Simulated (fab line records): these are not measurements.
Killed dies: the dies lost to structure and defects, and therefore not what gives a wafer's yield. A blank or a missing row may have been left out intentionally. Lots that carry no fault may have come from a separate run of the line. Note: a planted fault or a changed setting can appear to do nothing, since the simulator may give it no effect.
A lot that was struck, set against a sound lot | flow n5Finfet | 18 steps out of a route of 1938
Sound: wafers L188.2, L188.3, L188.6. Struck: wafers L194.4, L194.5, L194.6. The cause comes at the end.
At each step with rows: each side's tool, then ch and its chambers, then its first start. Under that, the readings that differ: sound wafers | struck wafers | difference of the means | sigmas: that difference in standard deviations of wafers without a fault.
alike: readings whose means differ by less than 2 such deviations, and words and numbers that are the same on both sides. not compared: withheld readings, readings that some wafer has no value for, bounds like >300 that may hide the same value, and numbers for which the record gives no deviation and whose values overlap.
Wherever a step has rows on one side only, a row that says differs or no value, or a row with sigmas, the two part there. Numbers that have no deviation but don't overlap get no sigmas and don't part them. Lack of a reading on every wafer of one side parts them only where that side has two or more wafers.

N5_BEOL_M4_RC_MEAS_101:
  sound on prober-02 ch 0, day 9 10:05; struck on prober-01 ch 0, day 11 07:22
reading        | sound          | struck         | difference | sigmas
IOFF_P (nA/um) | 0.23 0.29 0.25 | 0.15 0.16 0.18 | -0.09      | -3
VT_P (mV)      | -250 -246 -249 | -258 -257 -257 | -9         | -3
  alike: DIBL_N, DIBL_P, IOFF_N, ION_N, ION_P, SS_N, SS_P, VT_N
N5_BEOL_M5_ILD_DEP_00: deposits SiCOH lowk from DEMS/porogen, target thk 140.64 nm, time 25.9 s.
  sound on pecvd-02 ch 0,1, day 9 10:54; struck on pecvd-03 ch 0,1,2, day 11 07:53
  alike: heaterPowerW, showerheadPlenumPTorr, showerheadVppV, throttleValvePct
N5_BEOL_M5_CURE_79: cures SiCOH lowk, time 240 s.
  sound on uvCure-03 ch 1, day 9 11:04; struck on uvCure-01 ch 2, day 11 08:10
  alike: lampPowerPct, wafer_temp_C_max
N5_BEOL_M5_THK_MEAS_01:
  struck on filmMetro-01, day 11 08:26; sound on filmMetro-02, day 9 11:30
  alike: M5_ILD_THK
N5_BEOL_M5_PECVD_70: deposits SiO2 from TEOS/O2, target thk 16 nm, time 18 s.
  sound on pecvd-04 ch 0,1, day 9 11:32; struck on pecvd-04 ch 0,1, day 11 08:29
  alike: heaterPowerW, showerheadPlenumPTorr, showerheadVppV, throttleValvePct
N5_BEOL_M5_HM_DEP_02: deposits TiN, target thk 20 nm.
  struck on pvdSputter-01, day 11 10:17; sound on pvdSputter-02, day 9 13:07
  alike: throttleValvePct
then, 6 steps without rows for these wafers: N5_BEOL_M5_COAT_59 (time 60 s, resist thk 60 nm); N5_BEOL_M5_COAT_60 (time 60 s, resist thk 12 nm); N5_BEOL_M5_COAT_71 (time 60 s, resist thk 5 nm); N5_BEOL_M5_COAT_05 (resist thk 30 nm); N5_BEOL_M5_EBR_07; N5_BEOL_M5_SOFTBAKE_06 (time 60 s).
N5_BEOL_M5_EXPOSE_08: exposes mask M5, target cd 28 nm.
  sound on euvScanner-01 ch 0, day 9 13:23; struck on euvScanner-01 ch 0, day 11 10:34
reading                       | sound       | struck      | difference | sigmas
model.BEOL_M5.overlayXNm (nm) | 0.4 0.4 0.4 | 7.2 7.2 7.2 | +6.8       | 
  alike: mask
then, 2 steps without rows for these wafers: N5_BEOL_M5_PEB_09 (peb time 60 s); N5_BEOL_M5_DEVELOP_10 (develop time 30 s).
N5_BEOL_M5_CD_MEAS_11 targets a cd of 27.74 nm.
  sound on cdSem-03 ch 0, day 9 13:30; struck on cdSem-02 ch 0, day 11 10:41
  alike: cdNm
N5_BEOL_M5_OVL_MEAS_12:
  sound on overlay-01 ch 0, day 9 13:32; struck on overlay-01 ch 0, day 11 10:44
reading     | sound        | struck      | difference | sigmas
M5_OVL (nm) | 0.0 0.3 -0.2 | 5.5 6.8 7.1 | +6.4       | +9
N5_BEOL_M5_INSPECT_13: inspects for defects (brightfield).
  struck on defectInspect-02, day 11 10:46; sound on defectInspect-02, day 9 13:35
  alike: rawDefectCount

## WHERE THEY PART
At N5_BEOL_M4_RC_MEAS_101 first; at N5_BEOL_M5_OVL_MEAS_12 last (within this record only). Later steps at which nothing parts them and some readings are alike: N5_BEOL_M5_INSPECT_13.

WHY: what the simulator had put in
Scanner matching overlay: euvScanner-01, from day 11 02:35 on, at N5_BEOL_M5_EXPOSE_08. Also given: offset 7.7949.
